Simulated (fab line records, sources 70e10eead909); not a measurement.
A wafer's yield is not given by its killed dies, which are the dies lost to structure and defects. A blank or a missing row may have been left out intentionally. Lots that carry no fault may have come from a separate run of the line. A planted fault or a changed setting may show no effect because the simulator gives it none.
fab line records + flow nand-harc
record:
- lots: 10
- wafers: 30
- last-day: 25
route steps=1159 shown P_M1@298 END@1159
lots untouched by any fault: they come from a run of this same line in which no faults occurred
start-h: start of the lot's first displayed wafer, in hours after the record's first day + wait-h: how many hours have passed since the lot's step before this one + " identical to the entry in the row above + L1.1+2: a single row standing in for several wafers + - either no value or no given start + * or withheld: withheld + < > ~ a bound
route shown NAME@n: a module of which the file shows steps, and the number in the route of the first + usual: average and standard deviation across the fault-free wafers + same: alike in all rows + chamber/n: place in a boat + sites: readings site by site + _std_site: the standard deviation of these + _edge_site: the outer-site mean with the inner-site mean subtracted + radius-mm: how far each site lies from the wafer's centre + mask NAME#n: copy n + behind: the most recent tool/chamber to have shaped the wafer + hold: the reason the lot was held/the length of the hold in hours/how it ended + device: the transistor (n, p or np) that didn't switch + end of line: at the end of the route, the tests of the same wafers + for a step that has no rows: nothing shown but its recipe + killed: dies lost to structure and defects at the first sort, not the wafer's yield + map: a wafer's dies, x killed, . not, _ none there
set.NAME: the setting that was run; set.NAME@STEP: the one run at that earlier step + model.NAME: the simulator's own value behind a step, which no gauge read
a sample of lots followed through the steps of the route, with each step as a table and each wafer as a row
services: the hour from which a tool's chamber was out of use, counted from the record's first day as start-h (under 0 if before that day), plus the number of hours and why
== steps ==
step: NHARC_P_M1_DESCUM_14
recipe:
- time-s: 3
- o2-flow-sccm: 200
- ar-flow-sccm: 0
- bias-power-w: 0
- chemistry: O2
usual:
- chamber-pressure-mTorr: 60.01/0.047
- drypump-motor-current-A: 5.6/0.51
- oes-product-au: 1.006/0.008
- rf-vpp-V: 58.2/0.87
- showerhead-plenum-p-Torr: 1.99/0.072
- throttle-valve-pct: 11.312/0.009
| lot.wafer | tool        | chamber | start-h | wait-h | chamber-pressure-mTorr | drypump-motor-current-A | oes-product-au | rf-hours-counter-h | rf-vpp-V | showerhead-plenum-p-Torr | throttle-valve-pct |
|-----------|-------------|---------|---------|--------|------------------------|-------------------------|----------------|--------------------|----------|--------------------------|--------------------|
| L885.2    | rie-diel-13 | 0       | 120.33  | 0.1    | 60.02                  | 5.3                     | 1.009          | 0.4                | 57.6     | 1.80                     | 11.314             |
| L885.4    | "           | 2       | "       | "      | 60.14                  | 5.3                     | 0.996          | 0.3                | 59.2     | 2.03                     | 11.313             |
| L885.3    | "           | 3       | "       | "      | 59.91                  | 5.3                     | 1.010          | 0.4                | 57.5     | 1.95                     | 11.312             |
| L890.1    | rie-diel-08 | 3       | 146.38  | 0.1    | 60.03                  | 5.3                     | 0.997          | 1.2                | 58.2     | 2.05                     | 11.324             |
| L890.4    | "           | 2       | "       | "      | 59.95                  | 6.4                     | 1.010          | 1.4                | 57.8     | 1.99                     | 11.313             |
| L890.5    | "           | 3       | "       | "      | 59.97                  | 5.3                     | 0.994          | -                  | 59.1     | 2.05                     | 11.315             |
| L893.2    | rie-diel-08 | 2       | 171.96  | 0.1    | 60.03                  | 6.4                     | 1.015          | 2.7                | 58.6     | 1.99                     | 11.314             |
| L893.1    | "           | 3       | "       | "      | 59.98                  | 5.3                     | 1.013          | 2.4                | 58.7     | 2.05                     | 11.308             |
| L893.6    | "           | 2       | "       | "      | 60.03                  | 6.4                     | 1.006          | -                  | 58.0     | 1.99                     | 11.325             |
| L896.2    | rie-diel-08 | 0       | 179.55  | 0.1    | 60.03                  | 4.8                     | 1.012          | 3.6                | 57.9     | 2.04                     | 11.323             |
| L896.3    | "           | 2       | "       | "      | 60.08                  | 6.4                     | 1.009          | 3.5                | 57.9     | 1.99                     | 11.317             |
| L896.4    | "           | 3       | "       | "      | 59.95                  | 5.3                     | 0.994          | 3.2                | 57.4     | 2.05                     | 11.321             |
| L898.4    | rie-diel-13 | 2       | 211.88  | 0.1    | 60.03                  | 5.3                     | 1.004          | 2.1                | 57.8     | 2.03                     | 11.319             |
| L898.2    | "           | 3       | "       | "      | 60.01                  | 5.3                     | 0.995          | 2.3                | 57.8     | 1.95                     | 11.314             |
| L898.3    | "           | 1       | "       | "      | 59.97                  | 6.4                     | 0.977          | 2.3                | 59.2     | 1.97                     | 11.304             |
| L901.3    | rie-diel-04 | 0       | 223.09  | 0.1    | 59.98                  | 5.5                     | 1.018          | 6.5                | 58.4     | 2.05                     | 11.314             |
| L901.1    | "           | 2       | "       | "      | 60.04                  | 5.7                     | 1.004          | 7.6                | 58.9     | 2.05                     | 11.315             |
| L901.4    | "           | 3       | "       | "      | 59.96                  | 5.0                     | 1.014          | 7.7                | 59.4     | 1.89                     | 11.305             |
| L903.1    | rie-diel-08 | 1       | 226.87  | 0.1    | 60.04                  | 5.7                     | 1.016          | 7.9                | 57.3     | 1.97                     | 11.293             |
| L903.2    | "           | 3       | "       | "      | 60.01                  | 5.3                     | 1.007          | 7.1                | 59.1     | 2.05                     | 11.310             |
| L903.5    | "           | 0       | "       | "      | 60.05                  | 4.8                     | 1.016          | -                  | 57.1     | 2.04                     | 11.296             |
| L904.2    | rie-diel-13 | 2       | 232.84  | 0.1    | 60.00                  | 5.3                     | 1.003          | 3.4                | 57.8     | 2.02                     | 11.297             |
| L904.4    | "           | 0       | "       | "      | 60.04                  | 5.3                     | 0.992          | -                  | 57.9     | 1.80                     | 11.323             |
| L904.5    | "           | 0       | "       | "      | 60.06                  | 5.3                     | 1.001          | -                  | 56.8     | 1.80                     | 11.307             |
| L905.1    | rie-diel-08 | 0       | 242.28  | 0.1    | 60.05                  | 4.8                     | 1.011          | 8.9                | 59.1     | 2.04                     | 11.302             |
| L905.3    | "           | 1       | "       | "      | 60.04                  | 5.7                     | 1.003          | 8.9                | 58.3     | 1.97                     | 11.322             |
| L905.5    | "           | 3       | "       | "      | 60.03                  | 5.3                     | 0.999          | -                  | 59.3     | 2.05                     | 11.286             |
| L908.2    | rie-diel-08 | 2       | 252.84  | 0.1    | 59.95                  | 6.4                     | 1.005          | 8.9                | 56.8     | 1.99                     | 11.310             |
| L908.4    | "           | 3       | "       | "      | 60.00                  | 5.3                     | 1.000          | 8.9                | 59.0     | 2.05                     | 11.308             |
| L908.3    | "           | 0       | "       | "      | 60.05                  | 4.8                     | 1.018          | 9.8                | 57.0     | 2.04                     | 11.294             |
step: NHARC_P_M1_PVD_21
recipe:
- target-thk-a: 300
- chamber-pressure-pa: 5
- power-w: 5000
- substrate-temp-c: 30
- time-s: 20.49
- material: Cu
usual:
- cathode-dc-power-W: 4999.9/0.94
- throttle-valve-pct: 30.3/1.1
| lot.wafer | tool           | chamber | start-h | wait-h | cathode-dc-power-W | throttle-valve-pct |
|-----------|----------------|---------|---------|--------|--------------------|--------------------|
| L885.3    | pvd-sputter-01 | -       | -       | -      | 4999.4             | 30.4               |
| L885.2    | "              | -       | "       | "      | 4999.6             | 29.8               |
| L885.4    | "              | -       | "       | "      | 4999.6             | 31.1               |
| L890.1    | pvd-sputter-02 | -       | -       | -      | 4999.6             | 29.7               |
| L890.4    | "              | -       | "       | "      | 4999.3             | 32.3               |
| L890.5    | "              | -       | "       | "      | 4999.5             | 29.4               |
| L893.2    | pvd-sputter-01 | -       | -       | -      | 4999.5             | 31.4               |
| L893.1    | "              | -       | "       | "      | 5000.6             | 30.0               |
| L893.6    | "              | -       | "       | "      | 4999.5             | 29.2               |
| L896.4    | pvd-sputter-02 | -       | -       | -      | 5000.4             | 28.5               |
| L896.3    | "              | -       | "       | "      | 4999.7             | 29.7               |
| L896.2    | "              | -       | "       | "      | 4999.1             | 28.9               |
| L898.4    | pvd-sputter-01 | -       | -       | -      | 5000.6             | 29.4               |
| L898.3    | "              | -       | "       | "      | 4999.9             | 30.8               |
| L898.2    | "              | -       | "       | "      | 4999.9             | 30.0               |
| L901.1    | pvd-sputter-03 | -       | -       | -      | 5000.3             | 30.5               |
| L901.3    | "              | -       | "       | "      | 4999.0             | 30.5               |
| L901.4    | "              | -       | "       | "      | 4999.4             | 31.7               |
| L903.1    | pvd-sputter-02 | -       | -       | -      | 4999.6             | 31.8               |
| L903.2    | "              | -       | "       | "      | 4999.9             | 28.1               |
| L903.5    | "              | -       | "       | "      | 4999.2             | 29.2               |
| L904.2    | pvd-sputter-03 | -       | -       | -      | 4999.8             | 30.2               |
| L904.4    | "              | -       | "       | "      | 4998.3             | 30.6               |
| L904.5    | "              | -       | "       | "      | 5000.1             | 30.3               |
| L905.1    | pvd-sputter-02 | -       | -       | -      | 4999.4             | 29.6               |
| L905.3    | "              | -       | "       | "      | 4998.2             | 29.4               |
| L905.5    | "              | -       | "       | "      | 4999.7             | 28.0               |
| L908.2    | pvd-sputter-01 | -       | -       | -      | 5000.9             | 30.6               |
| L908.4    | "              | -       | "       | "      | 4999.2             | 30.1               |
| L908.3    | "              | -       | "       | "      | 4997.1             | 29.7               |
step: NHARC_P_M1_ECD_22
recipe:
- target-thk-a: 4000
- bath-temp-c: 25
- material: Cu
usual:
- bath-heat-duty-pct: 6.2/0.86
- bath-temp-c: 24.98/0.1
| lot.wafer | tool      | chamber | start-h | wait-h | bath-heat-duty-pct | bath-temp-c |
|-----------|-----------|---------|---------|--------|--------------------|-------------|
| L885.2    | ecd-cu-01 | 1       | 121.76  | -      | 5.3                | 24.95       |
| L885.4    | "         | 0       | "       | "      | 6.2                | 24.80       |
| L885.3    | "         | 1       | "       | "      | 4.5                | 25.01       |
| L890.1    | ecd-cu-02 | 1       | 147.85  | -      | -                  | -           |
| L890.4    | "         | 0       | "       | "      | -                  | -           |
| L890.5    | "         | 1       | "       | "      | -                  | -           |
| L893.1    | ecd-cu-01 | 1       | 173.33  | -      | 5.3                | 24.91       |
| L893.2    | "         | 0       | "       | "      | 6.2                | 25.06       |
| L893.6    | "         | 0       | "       | "      | 6.1                | 24.98       |
| L896.2    | ecd-cu-01 | 1       | 180.95  | -      | 5.5                | 25.11       |
| L896.4    | "         | 1       | "       | "      | 5.4                | 25.00       |
| L896.3    | "         | 0       | "       | "      | 6.2                | 24.97       |
| L898.2    | ecd-cu-01 | 0       | 213.32  | -      | 5.3                | 24.82       |
| L898.3    | "         | 1       | "       | "      | 5.9                | 24.96       |
| L898.4    | "         | 0       | "       | "      | 5.0                | 24.94       |
| L901.1    | ecd-cu-01 | 0       | 224.53  | -      | 6.1                | 24.93       |
| L901.4    | "         | 1       | "       | "      | 5.7                | 24.91       |
| L901.3    | "         | 0       | "       | "      | 6.2                | 25.05       |
| L903.1    | ecd-cu-01 | 1       | 228.23  | -      | 4.5                | 24.83       |
| L903.2    | "         | 0       | "       | "      | 6.4                | 24.87       |
| L903.5    | "         | 1       | "       | "      | 6.4                | 24.86       |
| L904.2    | ecd-cu-01 | 0       | 234.37  | -      | 5.3                | 24.99       |
| L904.4    | "         | 1       | "       | "      | 4.9                | 25.08       |
| L904.5    | "         | 0       | "       | "      | 5.7                | 25.00       |
| L905.1    | ecd-cu-02 | 0       | 243.71  | -      | 7.4                | 24.89       |
| L905.3    | "         | 1       | "       | "      | 5.8                | 24.89       |
| L905.5    | "         | 0       | "       | "      | 6.9                | 25.03       |
| L908.2    | ecd-cu-01 | 0       | 254.47  | -      | 6.0                | 25.10       |
| L908.4    | "         | 1       | "       | "      | 5.6                | 25.05       |
| L908.3    | "         | 0       | "       | "      | 6.5                | 25.10       |
step: NHARC_P_M1_ANNEAL_31
recipe:
- temp-c: 225
- time-s: 90
usual:
- wafer_temp_C_max: 226.1/0.37
| lot.wafer | tool          | chamber | start-h | wait-h | wafer_temp_C_max |
|-----------|---------------|---------|---------|--------|------------------|
| L885.2    | rtp-anneal-01 | 0       | 122.14  | 0.3    | 226.6            |
| L885.3    | "             | 0       | "       | "      | 226.2            |
| L885.4    | "             | 0       | "       | "      | 226.6            |
| L890.1    | rtp-anneal-01 | 0       | 148.18  | 0.3    | 226.7            |
| L890.4    | "             | 0       | "       | "      | 226.4            |
| L890.5    | "             | 0       | "       | "      | 226.9            |
| L893.1    | rtp-anneal-02 | 0       | 173.71  | -      | 225.7            |
| L893.2    | "             | 0       | "       | "      | 225.9            |
| L893.6    | "             | 0       | "       | "      | 225.9            |
| L896.2    | rtp-anneal-02 | 0       | 181.39  | 0.4    | 225.8            |
| L896.3    | "             | 0       | "       | "      | 226.0            |
| L896.4    | "             | 0       | "       | "      | 225.8            |
| L898.2    | rtp-anneal-01 | 0       | 213.70  | 0.3    | 226.8            |
| L898.3    | "             | 0       | "       | "      | 226.4            |
| L898.4    | "             | 0       | "       | "      | 226.2            |
| L901.1    | rtp-anneal-01 | 0       | 224.86  | 0.3    | 226.6            |
| L901.3    | "             | 0       | "       | "      | 226.5            |
| L901.4    | "             | 0       | "       | "      | 226.1            |
| L903.1    | rtp-anneal-01 | 0       | 228.64  | 0.4    | 226.8            |
| L903.2    | "             | 0       | "       | "      | 226.1            |
| L903.5    | "             | 0       | "       | "      | 226.1            |
| L904.2    | rtp-anneal-01 | 0       | 234.88  | 0.5    | 226.2            |
| L904.4    | "             | 0       | "       | "      | 227.0            |
| L904.5    | "             | 0       | "       | "      | 226.5            |
| L905.1    | rtp-anneal-02 | 0       | 244.09  | 0.3    | 225.7            |
| L905.3    | "             | 0       | "       | "      | 225.4            |
| L905.5    | "             | 0       | "       | "      | 225.6            |
| L908.2    | rtp-anneal-02 | 0       | 254.84  | -      | 226.2            |
| L908.3    | "             | 0       | "       | "      | 225.7            |
| L908.4    | "             | 0       | "       | "      | 225.7            |
step: NHARC_P_M1_CMP_23
recipe:
- t-overpolish-s: 20
- target-thk-nm: 157.82
usual:
- motor-current-A: 12.0/1.6
- time-to-endpoint-s: 29.3/2.9
| lot.wafer | tool   | chamber | start-h | wait-h | motor-current-A | time-to-endpoint-s |
|-----------|--------|---------|---------|--------|-----------------|--------------------|
| L885.4    | cmp-02 | 0       | 122.43  | -      | 9.3             | 28.7               |
| L885.3    | "      | 2       | "       | "      | 12.0            | 26.4               |
| L885.2    | "      | 3       | "       | "      | 11.1            | 28.1               |
| L890.4    | cmp-01 | 0       | 148.55  | -      | 13.0            | 4.4                |
| L890.1    | "      | 1       | "       | "      | 10.2            | 3.1                |
| L890.5    | "      | 3       | "       | "      | 13.6            | 0.1                |
| L893.2    | cmp-03 | 0       | 174.11  | -      | 12.3            | 29.6               |
| L893.1    | "      | 1       | "       | "      | 12.9            | 27.0               |
| L893.6    | "      | 3       | "       | "      | 10.3            | 29.0               |
| L896.2    | cmp-02 | 3       | 181.71  | -      | 11.9            | 32.2               |
| L896.4    | "      | 0       | "       | "      | 9.7             | 35.9               |
| L896.3    | "      | 1       | "       | "      | 11.0            | 26.4               |
| L898.3    | cmp-03 | 0       | 213.99  | -      | 13.1            | 31.3               |
| L898.4    | "      | 2       | "       | "      | 14.3            | 27.6               |
| L898.2    | "      | 3       | "       | "      | 10.6            | 29.5               |
| L901.3    | cmp-03 | 3       | 225.21  | -      | 10.0            | 29.9               |
| L901.1    | "      | 0       | "       | "      | 12.7            | 31.2               |
| L901.4    | "      | 2       | "       | "      | 14.5            | 28.1               |
| L903.2    | cmp-03 | 0       | 229.04  | -      | 13.2            | 31.9               |
| L903.1    | "      | 1       | "       | "      | 12.6            | 28.9               |
| L903.5    | "      | 3       | "       | "      | 10.1            | 30.1               |
| L904.4    | cmp-03 | 1       | 235.20  | -      | 12.5            | 26.6               |
| L904.2    | "      | 2       | "       | "      | 15.5            | 27.0               |
| L904.5    | "      | 1       | "       | "      | 12.9            | 27.6               |
| L905.3    | cmp-02 | 3       | 244.46  | -      | 11.8            | 33.9               |
| L905.1    | "      | 0       | "       | "      | 9.0             | 35.6               |
| L905.5    | "      | 2       | "       | "      | 12.3            | 30.5               |
| L908.4    | cmp-02 | 0       | 255.14  | -      | 9.5             | 33.5               |
| L908.3    | "      | 2       | "       | "      | 12.2            | 27.4               |
| L908.2    | "      | 3       | "       | "      | 11.3            | 29.2               |
step: NHARC_P_M1_THK_MEAS_24
recipe:
- thk-meas-gauge: xrf
usual:
- thk-nm: 158.4/1.4
| lot.wafer | tool          | chamber | start-h | wait-h | thk-nm |
|-----------|---------------|---------|---------|--------|--------|
| L885.2    | film-metro-02 | -       | 122.75  | -      | 159.1  |
| L885.3    | "             | -       | "       | "      | 160.4  |
| L885.4    | "             | -       | "       | "      | 161.1  |
| L890.1    | film-metro-02 | -       | 148.84  | -      | 29.9   |
| L890.4    | "             | -       | "       | "      | 29.5   |
| L890.5    | "             | -       | "       | "      | 31.1   |
| L893.1    | film-metro-02 | -       | 174.37  | -      | 156.2  |
| L893.2    | "             | -       | "       | "      | 158.7  |
| L893.6    | "             | -       | "       | "      | 159.5  |
| L896.2    | film-metro-01 | -       | 182.00  | -      | 160.1  |
| L896.3    | "             | -       | "       | "      | 157.3  |
| L896.4    | "             | -       | "       | "      | 158.7  |
| L898.2    | film-metro-02 | -       | 214.31  | -      | 157.0  |
| L898.3    | "             | -       | "       | "      | 158.7  |
| L898.4    | "             | -       | "       | "      | 158.5  |
| L901.1    | film-metro-01 | -       | 225.53  | -      | 158.7  |
| L901.3    | "             | -       | "       | "      | 158.0  |
| L901.4    | "             | -       | "       | "      | 157.4  |
| L903.1    | film-metro-02 | -       | 229.30  | -      | 158.1  |
| L903.2    | "             | -       | "       | "      | 158.4  |
| L903.5    | "             | -       | "       | "      | 157.7  |
| L904.2    | film-metro-01 | -       | 235.49  | -      | 154.2  |
| L904.4    | "             | -       | "       | "      | 157.2  |
| L904.5    | "             | -       | "       | "      | 155.6  |
| L905.1    | film-metro-01 | -       | 244.75  | -      | 160.1  |
| L905.3    | "             | -       | "       | "      | 159.3  |
| L905.5    | "             | -       | "       | "      | 157.2  |
| L908.2    | film-metro-02 | -       | 255.45  | -      | 158.7  |
| L908.3    | "             | -       | "       | "      | 157.1  |
| L908.4    | "             | -       | "       | "      | 160.7  |
step: NHARC_END_SORT_01
recipe:
- temp-c: 25
usual:
- defect-limited-yield: 95.4/1.8
- killed-at-array: 28/11
- killed-at-other: 0.7/0.88
- killed-at-periphery: 3.1/2.2
- killed-dies: 31/12
- killed-open: 3.3/2
- killed-short: 2.0/1.6
- sort_bin_2_pct: 1.5/0.73
- sort_bin_3_pct: 0.27/0.22
- sort_bin_4_pct: 2.9/1.1
- sort-n-pass: 646/12
- sort-rim-yield-pct: 93/3.9
- sort-yield-pct: 95.4/1.8
same:
- gross-dies: 677
- sort_bin_5_pct[%]: 0
- sort_bin_6_pct[%]: 0
- sort_bin_7_pct[%]: 0
- sort_bin_8_pct[%]: 0
- sort-rim-n-gross: 106.00
| lot.wafer | tool      | chamber | start-h | wait-h | defect-limited-yield[%] | killed-at-array | killed-at-other | killed-at-periphery | killed-dies | killed-open | killed-short | sort_bin_2_pct[%] | sort_bin_3_pct[%] | sort_bin_4_pct[%] | sort-n-pass | sort-rim-yield-pct[%] | sort-yield-pct[%] |
|-----------|-----------|---------|---------|--------|-------------------------|-----------------|-----------------|---------------------|-------------|-------------|--------------|-------------------|-------------------|-------------------|-------------|-----------------------|-------------------|
| L885.2    | prober-02 | 0       | 444.26  | 2.8    | 94.2                    | 33              | 3               | 3                   | 39          | 3           | 3            | 0.7               | 0.44              | 4.6               | 638         | 90                    | 94.2              |
| L885.3    | prober-02 | 0       | 445.07  | 3.1    | 96.0                    | 23              | 2               | 2                   | 27          | 4           | 1            | 0.9               | 0.44              | 2.7               | 650         | 92                    | 96.0              |
| L885.4    | prober-02 | 0       | 445.88  | 3.4    | 96.8                    | 16              | 2               | 4                   | 22          | 1           | 0            | 1.0               | 0.44              | 1.8               | 655         | 94                    | 96.8              |
| L890.1    | prober-01 | 0       | 466.92  | 2.5    | 0                       | 16              | 1               | 660                 | 677         | 5           | 1            | 97.9              | 0.15              | 1.9               | 0           | 0                     | 0                 |
| L890.4    | prober-01 | 0       | 469.28  | 3.4    | 0                       | 18              | 0               | 659                 | 677         | 5           | 2            | 97.5              | 0.30              | 2.2               | 0           | 0                     | 0                 |
| L890.5    | prober-01 | 0       | 470.07  | 3.6    | 0                       | 24              | 0               | 653                 | 677         | 3           | 1            | 96.3              | 0.30              | 3.4               | 0           | 0                     | 0                 |
| L901.1    | prober-01 | 0       | 570.05  | 2.5    | 92.8                    | 42              | 1               | 6                   | 49          | 5           | 4            | 3.4               | 0.15              | 3.7               | 628         | 88                    | 92.8              |
| L901.3    | prober-01 | 0       | 571.68  | 3.1    | 93.1                    | 43              | 0               | 4                   | 47          | 6           | 2            | 1.8               | 0.59              | 4.6               | 630         | 92                    | 93.1              |
| L901.4    | prober-01 | 0       | 572.49  | 3.4    | 93.8                    | 41              | 1               | 0                   | 42          | 0           | 2            | 1.9               | 0.30              | 4.0               | 635         | 91                    | 93.8              |
| L903.1    | prober-02 | 0       | 570.05  | 2.5    | 96.9                    | 11              | 0               | 10                  | 21          | 4           | 3            | 1.2               | 0                 | 1.9               | 656         | 95                    | 96.9              |
| L905.5    | prober-02 | 0       | 581.02  | 3.7    | 91.3                    | 54              | 0               | 5                   | 59          | 1           | 1            | 2.8               | 0.44              | 5.5               | 618         | 84                    | 91.3              |
killed by level:class
L885.2 A_CHANNEL_HOLE_D1:chamber-film-flake=12 A_SLIT:chamber-film-flake=7 A_STAIRCASE:chamber-film-flake=6 A_CONTACT:chamber-film-flake=2 THIN_TSV:chamber-film-flake=2 P_M1:geometric-particle:short=1 A_ONON_D1:geometric-particle:open=1 A_CHANNEL_HOLE_D1:geometric-particle:short=1
L885.3 A_CHANNEL_HOLE_D1:chamber-film-flake=9 A_SLIT:chamber-film-flake=5 A_CONTACT:chamber-film-flake=4 A_CONTACT:geometric-particle:open=2 THIN_TSV:chamber-film-flake=2 P_CONTACT:geometric-particle:open=1 P_M0:geometric-particle:short=1 A_SOURCE_PLATE:geometric-particle:open=1
L885.4 A_CHANNEL_HOLE_D1:chamber-film-flake=7 A_SLIT:chamber-film-flake=4 A_CONTACT:chamber-film-flake=3 P_GATE:chamber-film-flake=2 A_STAIRCASE:chamber-film-flake=2 THIN_TSV:chamber-film-flake=2 P_M0:geometric-particle:open=1 P_STI:chamber-film-flake=1
L890.1 P_M1:area-ecd=656 A_SLIT:chamber-film-flake=8 P_GATE:chamber-film-flake=2 A_CHANNEL_HOLE_D1:chamber-film-flake=2 P_STI:geometric-particle:open=1 P_CONTACT:geometric-particle:short=1 A_ONON_D1:geometric-particle:open=1 A_SGD_CUT:geometric-particle:open=1
L890.4 P_M1:area-ecd=655 A_SLIT:chamber-film-flake=8 A_CHANNEL_HOLE_D1:chamber-film-flake=3 P_GATE:geometric-particle:open=1 P_M2:geometric-particle:open=1 A_ONON_D1:geometric-particle:open=1 A_CHANNEL_HOLE_D1:geometric-particle:short=1 A_SGD_CUT:geometric-particle:open=1
L890.5 P_M1:area-ecd=650 A_SLIT:chamber-film-flake=13 A_STAIRCASE:chamber-film-flake=4 P_ZERO_WELL:chamber-film-flake=2 A_CHANNEL_HOLE_D1:chamber-film-flake=2 A_CHANNEL_FILL_D1:geometric-particle:short=1 A_CHANNEL_FILL_D1:geometric-particle:open=1 A_BLC:geometric-particle:open=1
L901.1 A_SLIT:chamber-film-flake=16 A_CHANNEL_HOLE_D1:chamber-film-flake=8 A_STAIRCASE:chamber-film-flake=4 A_WL_FILL:chamber-film-flake=3 A_CONTACT:chamber-film-flake=3 A_WL_FILL:geometric-particle:short=2 P_GATE:chamber-film-flake=2 P_M0:chamber-film-flake=2
L903.1 P_STI:chamber-film-flake=5 A_CHANNEL_HOLE_D1:chamber-film-flake=5 P_CONTACT:geometric-particle:open=1 P_M0:geometric-particle:open=1 A_CHANNEL_FILL_D1:geometric-particle:short=1 A_CHANNEL_FILL_D1:geometric-particle:open=1 A_SGD_CUT:geometric-particle:short=1 A_M0:geometric-particle:short=1
L901.3 A_CHANNEL_HOLE_D1:chamber-film-flake=15 A_SLIT:chamber-film-flake=12 A_STAIRCASE:chamber-film-flake=4 A_WL_FILL:chamber-film-flake=4 A_CONTACT:geometric-particle:open=3 P_M0:geometric-particle:open=2 A_CHANNEL_FILL_D1:geometric-particle:open=1 A_WL_FILL:geometric-particle:short=1
L901.4 A_CHANNEL_HOLE_D1:chamber-film-flake=18 A_SLIT:chamber-film-flake=16 A_STAIRCASE:chamber-film-flake=2 A_CONTACT:chamber-film-flake=2 A_ONON_D1:geometric-particle:short=1 A_CONTACT:geometric-particle:short=1 A_BONDPAD:chamber-film-flake=1 THIN_TSV:chamber-film-flake=1
L905.5 A_CHANNEL_HOLE_D1:chamber-film-flake=19 A_SLIT:chamber-film-flake=18 A_CONTACT:chamber-film-flake=7 A_STAIRCASE:chamber-film-flake=5 P_ZERO_WELL:chamber-film-flake=3 A_ZERO_WELL:chamber-film-flake=3 A_CONTACT:geometric-particle:open=1 A_M1:geometric-particle:short=1
== services ==
| tool           | chamber | start-h | hours | kind   |
|----------------|---------|---------|-------|--------|
| rie-diel-13    | -       | 99.00   | 9.0   | pm     |
| pvd-sputter-01 | -       | 99.53   | 1.9   | repair |
| pvd-sputter-03 | -       | 102.04  | 10.0  | pm     |
| rie-diel-04    | 3       | 108.76  | 5.7   | repair |
| rie-diel-04    | -       | 112.05  | 9.0   | pm     |
| pvd-sputter-01 | -       | 115.44  | 0.8   | repair |
| cmp-01         | -       | 118.03  | 2.0   | repair |
| rie-diel-08    | -       | 124.86  | 9.0   | pm     |
| pvd-sputter-03 | -       | 125.88  | 5.1   | repair |
| rie-diel-04    | 0       | 126.60  | 3.2   | repair |
| cmp-02         | -       | 128.50  | 4.0   | pm     |
| ecd-cu-01      | -       | 136.32  | 2.0   | repair |
| cmp-03         | -       | 156.00  | 4.0   | pm     |
| pvd-sputter-01 | -       | 158.01  | 10.0  | pm     |
| ecd-cu-02      | -       | 172.24  | 1.0   | repair |
| ecd-cu-02      | -       | 180.00  | 8.0   | pm     |
| pvd-sputter-03 | -       | 198.68  | 17.0  | repair |
| pvd-sputter-02 | -       | 214.00  | 10.0  | pm     |
| rie-diel-13    | 1       | 219.17  | 28.8  | repair |
| rie-diel-13    | 3       | 224.05  | 9.2   | repair |
| rie-diel-13    | 0       | 224.48  | 4.3   | repair |
| cmp-02         | -       | 226.50  | 4.0   | pm     |
| pvd-sputter-02 | -       | 229.81  | 2.5   | repair |
| cmp-03         | -       | 254.00  | 4.0   | pm     |
== key ==
first-sign:
- step: NHARC_P_M1_ECD_22
- reading: tool-record
- direction: missing
effect:
- step: NHARC_P_M1_CMP_23
- reading: time-to-endpoint-s
- direction: down
- sigmas: 9.3
- usual: *
- struck: *
effect:
- step: NHARC_P_M1_THK_MEAS_24
- reading: thk-nm
- direction: down
- sigmas: 90
- usual: 158.4
- struck: 30.2
effect:
- step: NHARC_END_SORT_01
- reading: killed-at-periphery
- direction: up
- sigmas: 99+
- usual: 3.1
- struck: 657.3
more-kills-born-at:
- NHARC_P_M1_ECD_22@ecd-cu-02: 1961
met-at NHARC_P_M1_ECD_22
struck-lots L890
later-rows-left-out L890.1,L890.4,L890.5
not-acting-at NHARC_P_M1_DESCUM_14,NHARC_P_M1_PVD_21,NHARC_P_M1_ANNEAL_31
onset-between 121.76 147.85
fault:
- kind: skipped-step-whole
- tool: ecd-cu-01,ecd-cu-02
- chamber: -
- onset-h: 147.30
- steps: NHARC_P_M1_ECD_22
- scope: struck-lots-only
later-rows-left-out: the simulator's readings of these wafers behind a module that went badly wrong aren't trusted and aren't shown, but for the sort
